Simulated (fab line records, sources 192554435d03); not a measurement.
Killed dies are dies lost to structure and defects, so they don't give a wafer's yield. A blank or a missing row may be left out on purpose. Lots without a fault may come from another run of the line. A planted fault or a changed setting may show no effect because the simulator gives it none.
Chamber matching | flow n5_finfet | N5_BEOL_M8_ETCH_72 on rie_diel-01: 4 sister chambers
The step etches underlayer in N2/H2, target depth 6.5 nm, time 5.2 s. 8 wafers are shown with their chamber, then 8 later ones without.

WAFERS WITH THEIR CHAMBER
wafer  | chamber | showerhead_plenum_p_Torr (Torr) | etch_rf_on_time_s (s)
L085.2 | 2       | 2.58                            | 5.21
L085.6 | 0       | 2.63                            | 5.58
L088.2 | 2       | 2.58                            | 5.22
L088.3 | 3       | 2.50                            | 4.81
L087.1 | 3       | 2.50                            | 4.78
L087.3 | 1       | 2.38                            | 5.22
L087.5 | 1       | 2.38                            | 5.31
L090.1 | 0       | 2.62                            | 5.61

WAFERS WITHOUT THEIR CHAMBER
wafer  | showerhead_plenum_p_Torr (Torr) | etch_rf_on_time_s (s)
L090.4 | 2.38                            | 5.36
L090.6 | 2.49                            | 4.81
L093.1 | 2.62                            | 5.54
L093.4 | 2.49                            | 4.74
L093.5 | 2.62                            | 5.54
L096.4 | 2.56                            | 5.20
L096.5 | 2.56                            | 5.16
L096.6 | 2.49                            | 4.75

WHICH CHAMBER EACH WENT THROUGH
wafer  | from the rows above | in truth
L090.4 | 1                   | 1
L090.6 | 3                   | 3
L093.1 | 0                   | 0
L093.4 | 3                   | 3
L093.5 | 0                   | 0
L096.4 | 2                   | 2
L096.5 | 2                   | 2
L096.6 | 3                   | 3
Placed correctly: 8 of 8. Can't be placed from these rows: 0. Placed wrongly: 0.
How it was worked out, from the rows above alone: a wafer's distance from a chamber is the root of the sum, over the readings, of the square of ((its reading less the chamber's mean) divided by the reading's scatter). The wafer belongs to the nearest chamber; if the next one is less than 2 further off, it can't be placed. A chamber's mean is the mean of its shown wafers. The scatter: the root of (the sum of the squares of (reading less its chamber's mean) over the shown wafers, divided by (wafers less chambers)).
